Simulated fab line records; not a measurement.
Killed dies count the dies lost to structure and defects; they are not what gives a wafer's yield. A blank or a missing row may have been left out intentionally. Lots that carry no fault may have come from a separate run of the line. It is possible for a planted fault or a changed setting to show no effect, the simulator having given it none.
Which of the tools did it? :: flow n5-finfet :: 12 lots with 34 wafers sampled at 3 steps, on a route of 1938 steps

## WHAT THE GAUGES SHOWED, per wafer
N5_MIM_TOP_LITHO_OVL_MEAS_11.
lot: L815
measured: day 11 14:48
on: overlay-01
MIM_TOP_OVL (nm): -1 -4 -1

lot: L816
measured: day 12 02:39
on: overlay-02
MIM_TOP_OVL (nm): 1 -2 1

lot: L817
measured: day 12 14:13
on: overlay-01
MIM_TOP_OVL (nm): -3 -6 -8

lot: L819
measured: day 13 02:32
on: overlay-01
MIM_TOP_OVL (nm): -8 -1 -6

lot: L821
measured: day 13 21:18
on: overlay-01
MIM_TOP_OVL (nm): -4 -8 5

lot: L829
measured: day 15 11:18
on: overlay-01
MIM_TOP_OVL (nm): -7 1

lot: L830
measured: day 16 02:27
on: overlay-02
MIM_TOP_OVL (nm): 6 5 2

lot: L834
measured: day 16 12:55
on: overlay-02
MIM_TOP_OVL (nm): -11 -10 -6

lot: L837
measured: day 17 12:38
on: overlay-02
MIM_TOP_OVL (nm): 5 -1 -4

lot: L835
measured: day 18 02:18
on: overlay-02
MIM_TOP_OVL (nm): 3 -9 -4

lot: L836
measured: day 18 04:06
on: overlay-01
MIM_TOP_OVL (nm): 2 -2

lot: L838
measured: day 18 21:55
on: overlay-01
MIM_TOP_OVL (nm): -5 -4 -7

N5_MIM_TOP_LITHO_INSPECT_12: inspects for defects (macro).
lot: L815
measured: day 11 14:50
on: defect-inspect-01
raw-defect-count: 1 1 3

lot: L816
measured: day 12 02:40
on: defect-inspect-02
raw-defect-count: 2 0 4

lot: L817
measured: day 12 14:15
on: defect-inspect-02
raw-defect-count: 4 3 0

lot: L819
measured: day 13 02:34
on: defect-inspect-01
raw-defect-count: 1 4 3

lot: L821
measured: day 13 21:20
on: defect-inspect-01
raw-defect-count: 2 1 5

lot: L829
measured: day 15 11:20
on: defect-inspect-02
raw-defect-count: 1 3

lot: L830
measured: day 16 02:29
on: defect-inspect-02
raw-defect-count: 2 1 3

lot: L834
measured: day 16 12:56
on: defect-inspect-02
raw-defect-count: 4 2 2

lot: L837
measured: day 17 12:39
on: defect-inspect-02
raw-defect-count: 2 1 0

lot: L835
measured: day 18 02:19
on: defect-inspect-02
raw-defect-count: 1 3 3

lot: L836
measured: day 18 04:08
on: defect-inspect-02
raw-defect-count: 1 5

lot: L838
measured: day 18 21:56
on: defect-inspect-01
raw-defect-count: 3 3 4

## WHAT TOOL EACH LOT RAN ON (gives the tool, then ch and the chambers of the sampled wafers, and finally the start)
lot: L815
N5_MIM_TOP_ALD_02: ald-hk-02 ch 2,3, day 11 14:48 or earlier

lot: L816
N5_MIM_TOP_ALD_02: ald-hk-02 ch 1,2,3, day 12 02:39 or earlier

lot: L817
N5_MIM_TOP_ALD_02: ald-hk-01 ch 0,3, day 12 14:13 or earlier

lot: L819
N5_MIM_TOP_ALD_02: ald-hk-01 ch 0,1,3, day 13 02:32 or earlier

lot: L821
N5_MIM_TOP_ALD_02: ald-hk-01 ch 0,1,2, day 13 21:18 or earlier

lot: L829
N5_MIM_TOP_ALD_02: ald-hk-01 ch 0, day 15 11:18 or earlier

lot: L830
N5_MIM_TOP_ALD_02: ald-hk-02 ch 0,1,3, day 16 02:27 or earlier

lot: L834
N5_MIM_TOP_ALD_02: ald-hk-01 ch 0,2,3, day 16 12:55 or earlier

lot: L837
N5_MIM_TOP_ALD_02: ald-hk-02 ch 0,2,3, day 17 12:38 or earlier

lot: L835
N5_MIM_TOP_ALD_02: ald-hk-01 ch 0,3, day 18 02:18 or earlier

lot: L836
N5_MIM_TOP_ALD_02: ald-hk-02 ch 1,3, day 18 04:06 or earlier

lot: L838
N5_MIM_TOP_ALD_02: ald-hk-03 ch 0,1,2, day 18 21:55 or earlier
- N5_MIM_TOP_ALD_02: deposits Al2O3, purge time 3 s, co reactant pulse time 3 s.

## AS READ BY THE TOOLS THEMSELVES (means over the sampled wafers that have a number; for cases with no such wafer, the mark the record gives instead)
N5_MIM_TOP_ALD_02.
lot: L815
tool: ald-hk-02
precursor-pulse-height-rel: 0.981

lot: L816
tool: ald-hk-02
precursor-pulse-height-rel: 1.010

lot: L817
tool: ald-hk-01
precursor-pulse-height-rel: 0.980

lot: L819
tool: ald-hk-01
precursor-pulse-height-rel: 0.990

lot: L821
tool: ald-hk-01
precursor-pulse-height-rel: 0.999

lot: L829
tool: ald-hk-01
precursor-pulse-height-rel: 1.018

lot: L830
tool: ald-hk-02
precursor-pulse-height-rel: 0.984

lot: L834
tool: ald-hk-01
precursor-pulse-height-rel: 1.009

lot: L837
tool: ald-hk-02
precursor-pulse-height-rel: 0.978

lot: L835
tool: ald-hk-01
precursor-pulse-height-rel: 1.001

lot: L836
tool: ald-hk-02
precursor-pulse-height-rel: 1.011

lot: L838
tool: ald-hk-03
precursor-pulse-height-rel: 1.017

## THE ANSWER, worked out from the rows above alone
Rule: the lots themselves supply what counts as usual. The widest of any qualifying gaps counts: lots, ordered by their means at a reading, are off when they make up no more than a third of the lots, leave a main group of 4 or more, and stand apart from it by 3 or more times the standard deviation of that group's means. The tables above print the reading to a certain number of digits; a main group whose means all agree to those digits is not used. Also off: a lot with no number at a reading for which 4 or more lots have one. Where the step has rows for the other lots, those lots are counted as sound. The gauges are gone through in route order, then the tools' own readings, and for those a lot's mean is taken as printed above. The first step at which some lot is off is used, and at that step the reading that is off furthest; a lot without a number counts as furthest.
Nothing can be told from this: no lot is off at any reading shown.

## WHAT WAS PUT IN BY THE SIMULATOR
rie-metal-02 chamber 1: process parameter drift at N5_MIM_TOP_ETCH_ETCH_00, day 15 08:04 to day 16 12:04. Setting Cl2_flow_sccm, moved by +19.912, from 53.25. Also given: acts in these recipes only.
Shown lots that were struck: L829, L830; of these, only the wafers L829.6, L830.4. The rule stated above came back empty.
